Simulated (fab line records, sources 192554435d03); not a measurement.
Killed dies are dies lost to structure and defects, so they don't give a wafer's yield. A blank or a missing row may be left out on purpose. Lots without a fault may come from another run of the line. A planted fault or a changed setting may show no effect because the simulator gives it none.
fab line records | flow n5_finfet
record lots=7 wafers=21
route steps=1938 shown ZERO_LAYER@4 WELL_APT@25 FIN_SAQP@108 FIN_CUT@160 DUMMY_GATE@224
start_h: hours from the record's first day to the start of the lot's first wafer shown | wait_h: hours since the lot's step before | " the same as in the row above | L1.1+2: a row that stands for several wafers | - no value, or no start given | * or withheld: withheld | < > ~ a bound
route shown NAME@n: a module of which the file shows steps, and the number in the route of the first | usual: mean/standard deviation of fault-free wafers | same: alike in all rows | chamber/n: place in a boat | sites: the reading at each site | _std_site: their standard deviation | _edge_site: outer sites' mean less inner sites' | radius_mm: how far each site lies from the wafer's centre | mask NAME#n: copy n | behind: the tool/chamber that last shaped the wafer | hold: why the lot was held/for how many hours/how that ended | device: the transistor (n, p or np) that didn't switch | end of line: the same wafers' tests at the end of the route | a step without rows: its recipe alone | killed: dies lost to structure and defects at the first sort, not the wafer's yield | map: a wafer's dies, x killed, . not, _ none there
set.NAME: the setting as run; set.NAME@STEP: as run at that earlier step | model.NAME: the simulator's own value behind a step, which no gauge read
lots whose settings were changed on purpose; a table a step, a row a wafer
## steps
# step N5_ZERO_LAYER_PECVD_02
# recipe material=SiO2 target_thk_a=100 temp_c=400 precursor=SiH4/N2O pressure_torr=0.75 rf_w=275 time_s=6
# columns lot.wafer tool chamber start_h wait_h set.time_s model.SiO2_of_ZERO_LAYER_PECVD_02.thk_nm
L074.3 pecvd-04 2 12.37 0.0 6 9.835
L074.4 " 0 " " 6 10.05
L074.5 " 1 " " 6.531 11.02
L080.1 pecvd-03 0 48.30 0.0 6 10.13
L080.2 " 1 " " 6 10.12
L080.3 " 1 " " 6 10.25
L083.1 pecvd-01 1 66.28 0.0 6 10.21
L083.4 " 0 " " 6 10.08
L083.6 " 2 " " 6 10.26
L087.2 pecvd-01 2 90.29 0.0 6.322 10.47
L087.4 " 0 " " 6.322 10.6
L087.6 " 1 " " 6 10.35
L090.3 pecvd-04 0 108.28 0.0 6.865 11.34
L090.4 " 0 " " 6.865 11.6
L090.6 " 1 " " 6 10.01
L091.1 pecvd-01 0 114.28 0.0 5.395 9.06
L091.5 " 1 " " 5.395 9.167
L091.6 " 2 " " 6 10.26
L094.1 pecvd-01 0 132.28 0.0 6 10.02
L094.3 " 1 " " 5.638 9.249
L094.4 " 0 " " 5.638 9.554
# step N5_ZERO_LAYER_ETCH_18
# recipe chemistry=HBr/Cl2 target=Si target_depth_a=1200 time_s=40 pressure_mtorr=10 icp_w=800 bias_w=75 HBr_flow_sccm=150 Cl2_flow_sccm=80
# columns lot.wafer tool chamber start_h wait_h set.icp_w model.ZERO_LAYER.feature_depth_nm model.etch.depth_nm
L074.3 rie_si-03 0 12.88 0.0 800 119 119
L074.4 " 1 " " 715.4 112.9 112.9
L074.5 " 1 " " 800 119.1 119.1
L080.1 rie_si-04 0 48.87 0.0 752.1 115.7 115.7
L080.2 " 3 " " 800 117.9 117.9
L080.3 " 1 " " 752.1 116.5 116.5
L083.1 rie_si-04 0 66.79 0.0 800 118.3 118.3
L083.4 " 3 " " 800 117.2 117.2
L083.6 " 0 " " 800 117.5 117.5
L087.2 rie_si-04 0 91.30 0.0 800 118.7 118.7
L087.4 " 2 " " 800 119.9 119.9
L087.6 " 3 " " 800 118.1 118.1
L090.3 rie_si-01 0 108.79 0.0 800 123.1 123.1
L090.4 " 2 " " 800 121.9 121.9
L090.6 " 2 " " 800 122 122
L091.1 rie_si-04 0 114.79 0.0 800 117.9 117.9
L091.5 " 0 " " 682.9 110.3 110.3
L091.6 " 3 " " 682.9 109 109
L094.1 rie_si-03 0 135.72 0.0 800 119.1 119.1
L094.3 " 2 " " 737.1 117.1 117.1
L094.4 " 1 " " 737.1 114.8 114.8
# step N5_WELL_APT_PEB_06
# recipe peb_temp_c=130 peb_time_s=90
# columns lot.wafer tool chamber start_h wait_h set.peb_time_s
L074.3+5 litho_track-03 0 13.53 0.0 90
L074.4 " 0 " " 83.83
L080.1+2+3 litho_track-03 0 49.55 0.1 90
L083.1+4+6 litho_track-05 0 67.44 0.1 90
L087.2 litho_track-01 0 91.95 0.0 90
L087.4+6 " 0 " " 81.75
L090.3+6 litho_track-01 0 109.44 0.0 90
L090.4 " 0 " " 81.02
L091.1+5+6 litho_track-01 0 115.44 0.1 90
L094.1+3+4 litho_track-03 0 136.38 0.1 90
# step N5_WELL_APT_DEVELOP_07
# recipe develop_time_s=45 rinse_liquid=surfactant_rinse dry=air_spin dev_temp_c=21
# step N5_WELL_APT_HARDBAKE_12
# recipe temp_c=130 time_s=120
# step N5_WELL_APT_DESCUM_13
# recipe chemistry=O2 time_s=7.9 source_power_w=50 bias_power_w=20 pressure_mtorr=20 rf_frequency_hz=2.712e+07 temp_c=40 o2_flow_sccm=225
# columns lot.wafer tool chamber start_h wait_h set.peb_time_s@WELL_APT_PEB_06 model.WELL_APT.cd_nm
L074.3 rie_diel-01 3 13.73 0.0 90 200.5
L074.4 " 0 " " 83.83 197.6
L074.5 " 2 " " 90 200.9
L080.1 rie_diel-02 0 49.75 0.0 90 198.7
L080.2 " 2 " " 90 200.6
L080.3 " 3 " " 90 199
L083.1 rie_diel-05 2 69.41 1.8 90 202.2
L083.4 " 0 " " 90 201.3
L083.6 " 0 " " 90 200.3
L087.2 rie_diel-01 3 92.16 0.0 90 199.6
L087.4 " 0 " " 81.75 197.5
L087.6 " 3 " " 81.75 196.2
L090.3 rie_diel-05 0 109.85 0.2 90 200.7
L090.4 " 2 " " 81.02 196.7
L090.6 " 3 " " 90 200
L091.1 rie_diel-02 3 115.64 0.0 90 200.1
L091.5 " 0 " " 90 199.2
L091.6 " 3 " " 90 199.9
L094.1 rie_diel-01 0 136.58 0.0 90 201.1
L094.3 " 1 " " 90 200.6
L094.4 " 2 " " 90 199.8
# step N5_FIN_SAQP_EXPOSE_13
# recipe mask_id=FIN_CORE na=1.35 source_shape=dipole sigma_inner=0.538 sigma_outer=0.738 polarization=te target_cd_nm=35.6 dose_mj=63.25
# columns lot.wafer tool chamber start_h wait_h mask set.dose_mj
L074.3 arfi_scanner-02 0 21.67 - FIN_CORE#0 61.02
L074.4+5 " 0 " " FIN_CORE#0 63.25
L080.1+2+3 arfi_scanner-01 0 57.89 - FIN_CORE#0 63.25
L083.1+4+6 arfi_scanner-02 0 77.96 - FIN_CORE#0 63.25
L087.2+4 arfi_scanner-03 0 101.39 - FIN_CORE#0 58.65
L087.6 " 0 " " FIN_CORE#0 63.25
L090.3 arfi_scanner-01 0 117.10 - FIN_CORE#0 63.25
L090.4+6 " 0 " " FIN_CORE#0 61.47
L091.1+6 arfi_scanner-02 0 123.31 - FIN_CORE#0 63.25
L091.5 " 0 " " FIN_CORE#0 66.78
L094.1+3+4 arfi_scanner-01 0 143.77 - FIN_CORE#0 63.25
# step N5_FIN_SAQP_PEB_14
# recipe peb_temp_c=withheld peb_time_s=60 resist=CAR-ArF
# step N5_FIN_SAQP_DEVELOP_15
# recipe develop_time_s=30 developer=TMAH resist=CAR-ArF dev_temp_c=23 rinse_liquid=diw dry=air_spin
# step N5_FIN_SAQP_CD_MEAS_16
# recipe target_cd_nm=35.6 landing_energy_ev=500 detector=se_inlens
# usual cd_nm=35.6/0.31
# columns lot.wafer tool chamber start_h wait_h set.dose_mj@FIN_SAQP_EXPOSE_13 cd_nm
L074.3 cd_sem-02 0 21.80 - 61.02 36.6
L074.4 " 0 " " 63.25 35.5
L074.5 " 0 " " 63.25 35.7
L080.1 cd_sem-03 0 58.01 - 63.25 35.8
L080.2 " 0 " " 63.25 36.0
L080.3 " 0 " " 63.25 35.0
L083.1 cd_sem-01 0 78.09 - 63.25 35.7
L083.4 " 0 " " 63.25 35.8
L083.6 " 0 " " 63.25 36.1
L087.2 cd_sem-01 0 101.51 - 58.65 37.5
L087.4 " 0 " " 58.65 38.1
L087.6 " 0 " " 63.25 35.4
L090.3 cd_sem-02 0 117.22 - 63.25 35.6
L090.4 " 0 " " 61.47 36.3
L090.6 " 0 " " 61.47 36.6
L091.1 cd_sem-02 0 123.44 - 63.25 36.1
L091.5 " 0 " " 66.78 34.8
L091.6 " 0 " " 63.25 35.4
L094.1 cd_sem-03 0 143.90 - 63.25 35.4
L094.3 " 0 " " 63.25 35.1
L094.4 " 0 " " 63.25 35.4
# step N5_FIN_CUT_EXPOSE_05
# recipe mask_id=FIN_CUT na=0.33 source_shape=annular sigma_inner=0.35 sigma_outer=0.8 polarization=unpolarized dose_mj=45.75
# columns lot.wafer tool chamber start_h wait_h mask set.dose_mj
L074.3+4 euv_scanner-01 0 26.51 - FIN_CUT#0 45.75
L074.5 " 0 " " FIN_CUT#0 48.36
L080.1+2+3 euv_scanner-02 0 63.85 - FIN_CUT#0 45.75
L083.1+4+6 euv_scanner-01 0 83.26 - FIN_CUT#0 45.75
L087.2+6 euv_scanner-02 0 106.18 - FIN_CUT#0 49.11
L087.4 " 0 " " FIN_CUT#0 45.75
L090.3 euv_scanner-02 0 122.24 - FIN_CUT#0 45.75
L090.4+6 " 0 " " FIN_CUT#0 46.61
L091.1+5 euv_scanner-02 0 128.01 - FIN_CUT#0 45.75
L091.6 " 0 " " FIN_CUT#0 43.18
L094.1+4 euv_scanner-02 0 151.98 - FIN_CUT#0 45.75
L094.3 " 0 " " FIN_CUT#0 48.66
# step N5_FIN_CUT_PEB_06
# recipe peb_temp_c=100 peb_time_s=60 resist=CAR-EUV
# step N5_FIN_CUT_DEVELOP_07
# recipe develop_time_s=30 developer=TMAH resist=CAR-EUV rinse_liquid=surfactant_rinse dry=air_spin dev_temp_c=23
# step N5_FIN_CUT_CD_MEAS_08
# recipe target_cd_nm=29.1 landing_energy_ev=500 detector=se_inlens polarity=opening
# usual cd_nm=29.08/0.24
# columns lot.wafer tool chamber start_h wait_h set.dose_mj@FIN_CUT_EXPOSE_05 cd_nm
L074.3 cd_sem-01 0 26.63 - 45.75 29.21
L074.4 " 0 " " 45.75 28.81
L074.5 " 0 " " 48.36 30.12
L080.1 cd_sem-01 0 63.98 - 45.75 29.07
L080.2 " 0 " " 45.75 29.25
L080.3 " 0 " " 45.75 29.19
L083.1 cd_sem-03 0 83.40 - 45.75 29.38
L083.4 " 0 " " 45.75 29.40
L083.6 " 0 " " 45.75 29.06
L087.2 cd_sem-03 0 106.31 - 49.11 30.69
L087.4 " 0 " " 45.75 29.08
L087.6 " 0 " " 49.11 29.98
L090.3 cd_sem-02 0 122.37 - 45.75 28.86
L090.4 " 0 " " 46.61 29.22
L090.6 " 0 " " 46.61 29.18
L091.1 cd_sem-02 0 128.15 - 45.75 28.94
L091.5 " 0 " " 45.75 28.95
L091.6 " 0 " " 43.18 27.82
L094.1 cd_sem-01 0 152.11 - 45.75 29.20
L094.3 " 0 " " 48.66 30.55
L094.4 " 0 " " 45.75 29.50
# step N5_FIN_CUT_DESCUM_13
# recipe chemistry=O2 time_s=7 source_power_w=50 bias_power_w=20 pressure_mtorr=20 rf_frequency_hz=2.712e+07 temp_c=40 resist=CAR-EUV o2_flow_sccm=225
# step N5_FIN_CUT_ETCH_30
# recipe chemistry=N2/H2 target=underlayer target_depth_a=130 mask_material=CAR-EUV time_s=10.4 ion_energy_ev=200 pressure_mtorr=30 source_w=840 bias_w=150 n2_flow_sccm=200 h2_flow_sccm=200 ends=cleared
# columns lot.wafer tool chamber start_h wait_h set.dose_mj@FIN_CUT_EXPOSE_05 model.FIN_CUT.cd_offset_nm
L074.3+4 rie_diel-03 3,2 26.81 0.0 45.75 0
L074.5 " 3 " " 48.36 1.2
L080.1 rie_diel-03 0 64.14 0.0 45.75 0.2
L080.2+3 " 2,1 " " 45.75 0
L083.1+4 rie_diel-03 2,3 83.64 0.0 45.75 0.2
L083.6 " 1 " " 45.75 0
L087.2+6 rie_diel-03 3,0 106.54 0.0 49.11 1.4
L087.4 " 3 " " 45.75 0.2
L090.3 rie_diel-06 3 122.52 0.0 45.75 -0.4
L090.4 " 0 " " 46.61 0.4
L090.6 " 2 " " 46.61 0
L091.1 rie_diel-04 1 128.31 0.0 45.75 0
L091.5 " 0 " " 45.75 0.2
L091.6 " 1 " " 43.18 -1
L094.1 rie_diel-03 3 152.27 0.0 45.75 0.2
L094.3 " 0 " " 48.66 1.2
L094.4 " 1 " " 45.75 0
# step N5_FIN_CUT_ETCH_20
# recipe chemistry=CF4 target=SiARC target_depth_a=260 mask_material=CAR-EUV time_s=43.3 ion_energy_ev=80 pressure_mtorr=40 source_w=545 bias_w=36 Ar_flow_sccm=100 cf4_flow_sccm=100 ends=cleared
# columns lot.wafer tool chamber start_h wait_h set.dose_mj@FIN_CUT_EXPOSE_05 model.FIN_CUT.cd_offset_nm
L074.3+4 rie_diel-03 3,2 26.83 0.0 45.75 -0.2
L074.5 " 3 " " 48.36 1
L080.1 rie_diel-03 0 64.16 0.0 45.75 0.2
L080.2+3 " 2,1 " " 45.75 0
L083.1+4+6 rie_diel-03 2,3,1 83.66 0.0 45.75 0.2
L087.2 rie_diel-03 3 106.56 0.0 49.11 1.2
L087.4 " 3 " " 45.75 0.2
L087.6 " 0 " " 49.11 1.4
L090.3 rie_diel-06 3 122.54 0.0 45.75 -0.4
L090.4 " 0 " " 46.61 0.4
L090.6 " 2 " " 46.61 0
L091.1 rie_diel-04 1 128.33 0.0 45.75 -0.2
L091.5 " 0 " " 45.75 0
L091.6 " 1 " " 43.18 -1
L094.1+4 rie_diel-03 3,1 152.29 0.0 45.75 0.2
L094.3 " 0 " " 48.66 1.2
# step N5_FIN_CUT_ETCH_21
# recipe chemistry=N2/H2 target=SOC target_depth_a=2190 overetch_a=438 mask_material=SiARC temp_c=40 ion_energy_ev=100 bias_w=61 time_s=523.5 pressure_mtorr=30 source_w=850 n2_flow_sccm=200 h2_flow_sccm=200
# step N5_FIN_CUT_STRIP_23
# recipe chemistry=N2/H2 temp_c=40 n2_flow_sccm=200 h2_flow_sccm=200 rf_frequency_hz=6e+07
# step N5_FIN_CUT_STRIP_31
# recipe chemistry=N2/H2 temp_c=40 n2_flow_sccm=200 h2_flow_sccm=200 rf_frequency_hz=6e+07
# step N5_FIN_CUT_STRIP_24
# recipe chemistry=CF4 resist=SiARC power_w=300 bias_power_w=75 pressure_mtorr=50 cf4_flow_sccm=150 rf_frequency_hz=6e+07
# step N5_FIN_CUT_CUT_ETCH_26
# recipe chemistry=CH3F/O2 target=SiNx target_depth_a=390 mask_material=SOC time_s=55.7 pressure_mtorr=30 source_w=395 bias_w=73 Ar_flow_sccm=150 CH3F_flow_sccm=30 O2_flow_sccm=20 ion_energy_ev=120
# columns lot.wafer tool chamber start_h wait_h set.dose_mj@FIN_CUT_EXPOSE_05 model.FIN_CUT.cd_offset_nm
L074.3 rie_diel-03 3 27.21 0.0 45.75 0
L074.4 " 2 " " 45.75 -0.2
L074.5 " 3 " " 48.36 1
L080.1+2 rie_diel-03 0,2 64.54 0.0 45.75 0
L080.3 " 1 " " 45.75 -0.4
L083.1 rie_diel-03 2 84.04 0.0 45.75 0.6
L083.4 " 3 " " 45.75 0.4
L083.6 " 1 " " 45.75 0
L087.2+6 rie_diel-03 3,0 106.95 0.0 49.11 1.2
L087.4 " 3 " " 45.75 -0.2
L090.3 rie_diel-06 3 122.92 0.0 45.75 -0.2
L090.4 " 0 " " 46.61 0.2
L090.6 " 2 " " 46.61 -0.2
L091.1+5 rie_diel-04 1,0 128.71 0.0 45.75 -0.2
L091.6 " 1 " " 43.18 -1
L094.1 rie_diel-03 3 152.67 0.0 45.75 -0.2
L094.3 " 0 " " 48.66 0.8
L094.4 " 1 " " 45.75 0.2
# step N5_DUMMY_GATE_COAT_28
# recipe resist=underlayer temp_c=205 time_s=60 spin_rpm=1500 resist_thk_nm=10
# columns lot.wafer tool chamber start_h wait_h set.spin_rpm model.underlayer_of_DUMMY_GATE_COAT_28.thk_nm
L074.3 litho_track-03 0 - - 1500 10
L074.4 " 0 " " 1582 9.6
L074.5 " 0 " " 1582 9.8
L080.1 litho_track-02 0 - - 1500 10
L080.2+3 " 0 " " 1623 9.6
L083.1+4+6 litho_track-04 0 - - 1500 10
L087.2 litho_track-02 0 - - 1500 10
L087.4+6 " 0 " " 1622 9.6
L090.3+4+6 litho_track-03 0 - - 1500 10
L091.1+6 litho_track-04 0 - - 1347 10.6
L091.5 " 0 " " 1500 10
L094.1+3+4 litho_track-03 0 - - 1500 10
## key
split step=N5_ZERO_LAYER_PECVD_02 setting=time_s stated=6 by=wafer
response step=N5_ZERO_LAYER_PECVD_02 reading=model.SiO2_of_ZERO_LAYER_PECVD_02.thk_nm change=+0.104 per=1% r=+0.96
split step=N5_ZERO_LAYER_ETCH_18 setting=icp_w stated=800 by=wafer
response step=N5_ZERO_LAYER_ETCH_18 reading=model.ZERO_LAYER.feature_depth_nm change=+0.522 per=1% r=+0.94
response step=N5_ZERO_LAYER_ETCH_18 reading=model.etch.depth_nm change=+0.522 per=1% r=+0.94
split step=N5_WELL_APT_PEB_06 setting=peb_time_s stated=90 by=wafer
response step=N5_WELL_APT_DESCUM_13 reading=model.WELL_APT.cd_nm change=+0.355 per=1% r=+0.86
split step=N5_FIN_SAQP_EXPOSE_13 setting=dose_mj stated=63.25 by=wafer
response step=N5_FIN_SAQP_CD_MEAS_16 reading=cd_nm change=-0.275 per=1% r=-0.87
split step=N5_FIN_CUT_EXPOSE_05 setting=dose_mj stated=45.75 by=wafer
response step=N5_FIN_CUT_CD_MEAS_08 reading=cd_nm change=+0.186 per=1% r=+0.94
response step=N5_FIN_CUT_ETCH_30 reading=model.FIN_CUT.cd_offset_nm change=+0.185 per=1% r=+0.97
response step=N5_FIN_CUT_ETCH_20 reading=model.FIN_CUT.cd_offset_nm change=+0.17 per=1% r=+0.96
response step=N5_FIN_CUT_CUT_ETCH_26 reading=model.FIN_CUT.cd_offset_nm change=+0.164 per=1% r=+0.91
split step=N5_DUMMY_GATE_COAT_28 setting=spin_rpm stated=1500 by=wafer
response step=N5_DUMMY_GATE_COAT_28 reading=model.underlayer_of_DUMMY_GATE_COAT_28.thk_nm change=-0.0535 per=1% r=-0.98
